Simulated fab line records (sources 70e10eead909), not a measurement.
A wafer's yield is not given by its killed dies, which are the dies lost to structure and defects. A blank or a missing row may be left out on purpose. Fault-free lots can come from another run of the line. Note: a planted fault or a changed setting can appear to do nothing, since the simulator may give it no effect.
fab line records | flow nand_harc
record: lots: 6 wafers: 17 last_day: 24
route steps=1159 shown A_CONTACT@930
lots untouched by any fault: they come from a run of this same line in which no faults occurred
start_h: hours from the record's first day to the start of the lot's first wafer shown | wait_h: hours elapsed since this lot's preceding step | " the same as in the row above | L1.1+2: a single row standing in for several wafers | - value missing, or start not given | * or withheld: withheld | < > ~ a bound
route shown NAME@n: a module of which the file shows steps, and the number in the route of the first | usual: average and standard deviation across the fault-free wafers | same: alike in all rows | chamber/n: place in a boat | sites: each site's reading | _std_site: their standard deviation | _edge_site: inner sites' mean taken away from outer sites' mean | radius_mm: for every site, how far away it sits from the centre of the wafer | mask NAME#n: copy n | behind: the most recent tool/chamber to have shaped the wafer | hold: why the lot went on hold/how many hours it stayed there/how the hold came to an end | device: the transistor (n, p or np) that didn't switch | end of line: the tests these same wafers got at the end of their route | a step given without rows: its recipe and nothing more | killed: count of dies lost to structure and defects at first sort (not the wafer's yield) | map: the dies of a wafer, with x for killed, . for not killed, _ for no die there
set.NAME: the setting as run; set.NAME@STEP: as run at that earlier step | model.NAME: the simulator's own value behind a step, which no gauge read
a table for each step, a row for each wafer; lots at some steps of the route
services: when a tool's chamber went out of use (start_h, in hours from the record's first day, below 0 if earlier), for how many hours, and the reason
== steps ==
step: NHARC_A_CONTACT_SOFTBAKE_03
recipe: temp_c: 105 time_s: 55
step: NHARC_A_CONTACT_EBR_04
step: NHARC_A_CONTACT_EXPOSE_05
recipe: na: 1.35 sigma_outer: 0.8 dose_mj: 84.24 mask_id: A_CC
step: NHARC_A_CONTACT_PEB_06
recipe: peb_temp_c: 100 peb_time_s: 65
step: NHARC_A_CONTACT_DEVELOP_07
recipe: develop_time_s: 35 dev_temp_c: 23
step: NHARC_A_CONTACT_CD_MEAS_08
recipe: target_cd_nm: 100 landing_energy_ev: 500
usual: cd_nm: 99.8/0.4
same: landing_energy_ev: 500
columns lot.wafer tool chamber start_h wait_h cd_nm
L989.1 cd_sem-03 0 388.06 - 99.2
L989.3 " 0 " " 99.1
L989.4 " 0 " " 99.8
L995.1 cd_sem-01 0 422.63 - 99.5
L995.2 " 0 " " 99.8
L995.6 " 0 " " 99.3
L997.1 cd_sem-02 0 431.20 - 99.1
L997.5 " 0 " " 99.8
L998.3 cd_sem-02 0 433.38 - 99.9
L998.4 " 0 " " 100.1
L998.5 " 0 " " 100.4
L108.3 cd_sem-02 0 489.76 - 99.7
L108.4 " 0 " " 100.4
L108.5 " 0 " " 100.1
L107.2 cd_sem-02 0 511.33 - 99.9
L107.4 " 0 " " 100.6
L107.5 " 0 " " 100.3
step: NHARC_A_CONTACT_OVL_MEAS_09
usual: overlay_x_nm: 0.0/0.72 overlay_y_nm: 0.0/0.84
columns lot.wafer tool chamber start_h wait_h overlay_x_nm overlay_y_nm
L989.1 overlay-02 - 388.15 - -0.3 -1.4
L989.3 " - " " -0.7 -1.4
L989.4 " - " " -1.2 -1.3
L995.1 overlay-01 - 422.71 - 0.4 -2.0
L995.2 " - " " 0.6 -2.0
L995.6 " - " " 1.0 -1.7
L997.1 overlay-02 - 431.29 - 0.3 0.0
L997.5 " - " " 0.4 -0.2
L998.3 overlay-02 - 433.46 - 0.6 0.6
L998.4 " - " " 0.5 1.7
L998.5 " - " " 0.5 0.9
L108.3 overlay-02 - 489.85 - -0.3 0.8
L108.4 " - " " 0.1 0.5
L108.5 " - " " 0.0 0.1
L107.2 overlay-02 - 511.42 - 0.8 0.0
L107.4 " - " " 0.7 -0.5
L107.5 " - " " 0.3 -0.3
step: NHARC_A_CONTACT_INSPECT_10
usual: raw_defect_count: 31/15
columns lot.wafer tool chamber start_h wait_h raw_defect_count
L989.1 defect_inspect-02 - 388.19 0.0 19
L989.3 " - " " 24
L989.4 " - " " 19
L995.1 defect_inspect-02 - 422.75 0.0 37
L995.2 " - " " 27
L995.6 " - " " 24
L997.1 defect_inspect-02 - 431.33 0.0 38
L997.5 " - " " 36
L998.3 defect_inspect-01 - 433.50 0.0 35
L998.4 " - " " 37
L998.5 " - " " 30
L108.3 defect_inspect-02 - 489.88 0.0 72
L108.4 " - " " 62
L108.5 " - " " 54
L107.2 defect_inspect-02 - 511.45 0.0 12
L107.4 " - " " 12
L107.5 " - " " 13
step: NHARC_A_CONTACT_DESCUM_13
recipe: time_s: 3 o2_flow_sccm: 200 ar_flow_sccm: 0 bias_power_w: 0 chemistry: O2
usual: drypump_motor_current_A: 5.6/0.31 oes_product_au: 1.000/0.0066 rf_vpp_V: 57.6/0.98 showerhead_plenum_p_Torr: 1.91/0.068 throttle_valve_pct: 11.312/0.0089
columns lot.wafer tool chamber start_h wait_h drypump_motor_current_A oes_product_au rf_hours_counter_h rf_vpp_V showerhead_plenum_p_Torr throttle_valve_pct
L989.4 rie_diel-04 3 388.29 0.1 5.8 1.000 32 57.1 1.96 11.309
L989.3 " 0 " " 5.4 0.994 32 56.2 1.85 11.326
L989.1 " 1 " " 5.5 1.003 32 56.1 2.05 11.309
L995.2 rie_diel-12 2 422.82 0.1 5.9 0.997 5 57.3 1.84 11.335
L995.1 " 3 " " 5.4 0.996 5 59.1 1.84 11.309
L995.6 " 2 " " 5.9 0.995 - 57.3 1.84 11.312
L997.1 rie_diel-12 1 431.40 0.1 5.8 1.013 7 58.1 1.89 11.314
L997.5 " 0 " " 5.5 1.009 - 57.7 2.00 11.310
L998.4 rie_diel-12 2 433.57 0.1 5.9 0.996 7 56.0 1.84 11.304
L998.3 " 0 " " 5.5 1.012 7 57.5 2.00 11.327
L998.5 " 1 " " 5.8 1.006 - 55.9 1.89 11.316
L108.4 rie_diel-04 3 489.94 0.1 5.7 1.004 5 57.5 1.95 11.316
L108.3 " 1 " " 5.5 0.996 4 57.8 2.03 11.326
L108.5 " 3 " " 5.8 0.999 - 57.1 1.95 11.299
L107.2 rie_diel-12 3 511.51 0.1 5.5 0.992 22 57.2 1.83 11.308
L107.4 " 0 " " 5.5 0.999 23 57.1 1.99 11.318
L107.5 " 3 " " 5.4 0.996 - 56.0 1.83 11.309
step: NHARC_A_CONTACT_ETCH_88
recipe: target_depth_a: 390 over_etch_frac: 0.3 time_s: 65 ion_energy_ev: 80 cf4_flow_sccm: 150 ar_flow_sccm: 0 rf_w: 300 bias_w: 100 chemistry: CF4
usual: drypump_motor_current_A: 5.6/0.31 oes_product_au: 1.000/0.0071 rf_vpp_V: 151.3/1.1 run_length_s: 86.4/0.37 showerhead_plenum_p_Torr: 1.77/0.06 throttle_valve_pct: 13.284/0.0083
columns lot.wafer tool chamber start_h wait_h drypump_motor_current_A oes_product_au rf_hours_counter_h rf_vpp_V run_length_s showerhead_plenum_p_Torr throttle_valve_pct
L989.1 rie_diel-04 0 388.37 0.1 5.4 0.991 32 151.5 86.2 1.71 13.285
L989.4 " 1 " " 5.6 0.996 32 152.9 85.8 1.88 13.277
L989.3 " 2 " " 5.1 1.008 34 150.9 85.7 1.77 13.287
L995.2 rie_diel-12 3 422.90 0.1 5.4 1.006 5 151.0 86.3 1.71 13.298
L995.1 " 1 " " 5.8 1.009 6 150.9 86.0 1.75 13.280
L995.6 " 2 " " 5.9 0.999 - 150.2 86.2 1.70 13.294
L997.1 rie_diel-12 3 431.50 0.1 5.4 0.999 6 150.1 86.2 1.70 13.288
L997.5 " 0 " " 5.5 1.005 - 151.7 86.5 1.84 13.275
L998.4 rie_diel-12 0 433.64 0.1 5.5 0.995 7 152.3 86.2 1.84 13.277
L998.3 " 3 " " 5.4 0.999 6 150.7 86.7 1.70 13.281
L998.5 " 1 " " 5.8 0.995 - 151.5 86.4 1.75 13.291
L108.4 rie_diel-04 1 490.03 0.1 5.5 0.998 4 152.5 85.7 1.87 13.281
L108.3 " 2 " " 5.1 1.013 4 149.8 86.0 1.76 13.297
L108.5 " 1 " " 5.5 1.000 - 152.4 85.6 1.87 13.285
L107.2 rie_diel-12 3 511.78 0.3 5.4 0.992 22 149.8 86.2 1.70 13.274
L107.4 " 0 " " 5.5 0.998 23 152.1 86.3 1.84 13.270
L107.5 " 3 " " 5.4 1.001 - 151.6 86.4 1.70 13.283
step: NHARC_A_CONTACT_ETCH_89
recipe: target_depth_a: 2600 over_etch_frac: 0.3 time_s: 475.3 ion_energy_ev: 200 n2_flow_sccm: 150 h2_flow_sccm: 150 ar_flow_sccm: 0 rf_w: 400 bias_w: 150 chemistry: N2/H2
usual: drypump_motor_current_A: 5.6/0.31 h2_flow_sccm: 150.0/0.46 oes_product_au: 0.999/0.0085 rf_vpp_V: 430.8/2.2 run_length_s: 496.7/0.41 showerhead_plenum_p_Torr: 2.04/0.076 throttle_valve_pct: 14.172/0.0091
columns lot.wafer tool chamber start_h wait_h drypump_motor_current_A h2_flow_sccm oes_product_au rf_hours_counter_h rf_vpp_V run_length_s showerhead_plenum_p_Torr throttle_valve_pct
L989.4 rie_diel-04 1 - - 5.6 150.1 0.998 32 434.8 496.1 2.19 14.167
L989.1 " 2 " " 5.1 149.6 1.004 34 430.0 496.6 2.04 14.167
L989.3 " 0 " " 5.4 149.4 0.984 32 428.1 496.1 1.97 14.161
L995.2 rie_diel-12 0 - - 5.5 150.6 0.991 5 432.0 497.2 2.14 14.182
L995.1 " 3 " " 5.4 149.1 0.991 5 428.6 496.9 1.96 14.166
L995.6 " 0 " " 5.5 150.4 0.983 - 433.3 496.4 2.14 14.166
L997.1 rie_diel-12 0 - - 5.5 149.4 1.002 7 433.6 497.1 2.13 14.171
L997.5 " 0 " " 5.5 149.3 0.990 - 432.9 496.6 2.13 14.166
L998.3 rie_diel-12 3 - - 5.4 149.3 0.988 7 428.9 496.7 1.96 14.179
L998.4 " 0 " " 5.5 149.7 0.991 7 433.2 496.5 2.13 14.180
L998.5 " 2 " " 5.9 150.1 0.988 - 426.9 496.4 1.96 14.154
L108.3 rie_diel-04 2 - - 5.1 150.3 1.012 4 430.2 496.0 2.03 14.175
L108.4 " 3 " " 5.7 149.9 1.009 5 431.1 497.1 2.08 14.168
L108.5 " 2 " " 5.1 150.4 1.014 - 430.4 496.1 2.03 14.176
L107.4 rie_diel-12 0 - - 5.5 150.1 0.996 23 433.2 496.4 2.13 14.167
L107.2 " 1 " " 5.8 149.6 0.999 23 428.6 496.5 2.01 14.175
L107.5 " 0 " " 5.5 150.3 0.997 - 433.1 496.7 2.13 14.183
step: NHARC_A_CONTACT_ETCH_30
recipe: target_depth_a: 605 time_s: 30.2 cf4_flow_sccm: 100 chf3_flow_sccm: 30 ar_flow_sccm: 0 rf_w: 500 bias_w: 200 chemistry: CF4/CHF3
usual: drypump_motor_current_A: 5.6/0.32 oes_product_au: 0.928/0.016 rf_vpp_V: 370.6/1.8 run_length_s: 51.6/0.35 showerhead_plenum_p_Torr: 1.57/0.052 throttle_valve_pct: 16.802/0.0093
columns lot.wafer tool chamber start_h wait_h drypump_motor_current_A oes_product_au rf_hours_counter_h rf_vpp_V run_length_s showerhead_plenum_p_Torr throttle_valve_pct
L989.3 rie_diel-04 3 - - 5.7 0.924 32 370.7 51.8 1.61 16.804
L989.4 " 0 " " 5.4 0.923 32 369.3 51.5 1.52 16.801
L989.1 " 1 " " 5.6 0.923 32 374.4 51.1 1.68 16.809
L995.2 rie_diel-12 3 - - 5.4 0.917 5 369.9 51.4 1.52 16.799
L995.1 " 0 " " 5.5 0.930 5 374.0 51.7 1.64 16.804
L995.6 " 2 " " 5.8 0.917 - 368.1 52.1 1.51 16.806
L997.1 rie_diel-12 3 - - 5.4 0.917 6 368.9 51.7 1.52 16.793
L997.5 " 3 " " 5.4 0.922 - 369.8 51.6 1.52 16.792
L998.3 rie_diel-12 2 - - 5.9 0.912 7 370.1 51.5 1.51 16.805
L998.4 " 1 " " 5.7 0.915 8 371.6 52.1 1.56 16.786
L998.5 " 3 " " 5.4 0.922 - 369.3 51.4 1.52 16.797
L108.3 rie_diel-04 0 - - 5.4 0.925 5 370.0 51.0 1.51 16.799
L108.4 " 1 " " 5.5 0.926 4 375.0 50.7 1.67 16.816
L108.5 " 3 " " 5.7 0.931 - 372.0 51.8 1.60 16.797
L107.2 rie_diel-12 1 - - 5.8 0.922 24 369.5 51.7 1.55 16.800
L107.4 " 3 " " 5.4 0.918 23 368.4 51.8 1.51 16.805
L107.5 " 0 " " 5.5 0.917 - 372.5 51.5 1.64 16.786
step: NHARC_A_CONTACT_ETCH_31
recipe: target_depth_a: 20000 over_etch_frac: 0.3 time_s: 520 ion_energy_ev: 150 o2_flow_sccm: 400 cos_flow_sccm: 20 ar_flow_sccm: 0 rf_w: 500 bias_w: 300 chemistry: O2/COS
usual: drypump_motor_current_A: 5.6/0.31 oes_product_au: 0.999/0.007 rf_vpp_V: 314.1/1.7 run_length_s: 541.4/0.37 showerhead_plenum_p_Torr: 3.12/0.11 throttle_valve_pct: 28.330/0.0088
columns lot.wafer tool chamber start_h wait_h drypump_motor_current_A oes_product_au rf_hours_counter_h rf_vpp_V run_length_s showerhead_plenum_p_Torr throttle_valve_pct
L989.4 rie_diel-04 1 389.06 - 5.6 0.996 32 315.3 540.6 3.33 28.327
L989.3 " 2 " " 5.1 1.000 34 314.8 540.6 3.12 28.326
L989.1 " 3 " " 5.8 0.997 33 314.7 542.1 3.20 28.310
L995.2 rie_diel-12 0 423.41 - 5.5 0.999 5 314.2 541.1 3.26 28.321
L995.1 " 3 " " 5.4 0.997 5 314.1 541.4 3.01 28.339
L995.6 " 0 " " 5.5 0.990 - 315.0 541.3 3.26 28.328
L997.1 rie_diel-12 2 432.29 - 5.9 0.995 7 311.9 541.0 3.00 28.353
L997.5 " 2 " " 5.9 0.999 - 312.4 422.5 3.00 28.321
L998.3 rie_diel-12 1 434.23 - 5.8 1.002 8 313.3 541.6 3.09 28.333
L998.4 " 2 " " 5.9 0.983 7 312.1 541.6 3.00 28.331
L998.5 " 0 " " 5.5 0.988 - 315.9 422.8 3.26 28.315
L108.4 rie_diel-04 2 490.53 - 5.1 1.000 4 314.6 540.9 3.11 28.332
L108.3 " 1 " " 5.6 0.991 4 317.6 540.5 3.31 28.339
L108.5 " 3 " " 5.8 0.990 - 314.8 542.3 3.18 28.340
L107.4 rie_diel-12 1 512.58 - 5.8 1.005 24 314.0 541.3 3.08 28.326
L107.2 " 2 " " 5.9 1.000 22 311.3 541.1 3.00 28.337
L107.5 " 0 " " 5.5 0.991 - 316.1 541.2 3.25 28.329
step: NHARC_A_CONTACT_ETCH_134
recipe: source_w: withheld pressure_mtorr: 20 bias_v: withheld time_s: 140 target_depth_a: 7000 ar_flow_sccm: withheld c4f8_flow_sccm: withheld o2_flow_sccm: withheld chemistry: C4F8/O2/Ar
usual: run_length_s: 141.1/0.53
columns lot.wafer tool chamber start_h wait_h rf_hours_counter_h run_length_s
L989.1 har_cap_etch-02 0 389.45 - 12 141.1
L989.4 " 1 " " - 141.8
L989.3 " 0 " " - 141.2
L995.2 har_cap_etch-01 1 423.80 - 65 140.4
L995.1 " 0 " " 65 140.6
L995.6 " 1 " " - 140.1
L997.1 har_cap_etch-02 1 432.69 - 19 141.5
L997.5 " 0 " " - 141.1
L998.3 har_cap_etch-01 0 434.62 - - 140.9
L998.4 " 1 " " - 140.1
L998.5 " 1 " " - 140.4
L108.4 har_cap_etch-02 0 491.00 - - 140.9
L108.3 " 1 " " - 141.5
L108.5 " 1 " " - 141.5
L107.2 har_cap_etch-01 1 512.97 - 82 140.3
L107.4 " 0 " " - 140.8
L107.5 " 1 " " - 140.3
== services ==
columns tool chamber start_h hours kind
rie_diel-12 - 379.56 9.0 pm
rie_diel-12 0 379.56 9.0 vent_cycle
rie_diel-12 1 379.56 9.0 vent_cycle
rie_diel-12 2 379.56 9.0 vent_cycle
rie_diel-12 3 379.56 9.0 vent_cycle
har_cap_etch-01 - 381.60 1.5 repair
rie_diel-12 0 388.56 - clean
rie_diel-12 1 388.56 - clean
rie_diel-12 2 388.56 - clean
rie_diel-12 3 388.56 - clean
rie_diel-12 0 413.11 - clean
rie_diel-12 1 413.11 - clean
rie_diel-12 2 413.11 - clean
rie_diel-12 3 413.11 - clean
rie_diel-12 0 437.61 - clean
rie_diel-12 1 437.61 - clean
rie_diel-12 2 437.61 - clean
rie_diel-12 3 437.61 - clean
har_cap_etch-01 - 459.29 2.5 repair
rie_diel-12 0 462.11 - clean
rie_diel-04 1 463.98 8.4 repair
rie_diel-04 - 466.09 9.0 pm
rie_diel-12 2 493.22 6.1 repair
rie_diel-12 3 493.55 2.2 repair
== key ==
first_sign: step: NHARC_A_CONTACT_ETCH_31 reading: run_length_s direction: down sigmas: 99+ usual: * struck: *
effect none on later readings
met_at NHARC_A_CONTACT_ETCH_31
struck_wafers L997.5,L998.5
sort_left_out L997.5,L998.5
tester_left_out L997,L998
onset_between 423.41 432.29
fault: kind: process_parameter_drift tool: rie_diel-12 chamber: - onset_h: 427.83 steps: NHARC_A_CONTACT_ETCH_31 channel: time_s offset: * shape: step end_h: 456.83 scope: struck_wafers_only acts_in: * stated: *
tester_left_out: of these lots the tester's yield and bins aren't shown, on N5 and GAA mostly nor the transistor test; their killed dies are dies lost to structure and defects alone, not to doping, threshold or leakage, so they don't give the yield
sort_left_out: the simulated sort isn't trusted on such a fault, so these wafers' sort isn't shown, and their yield isn't known
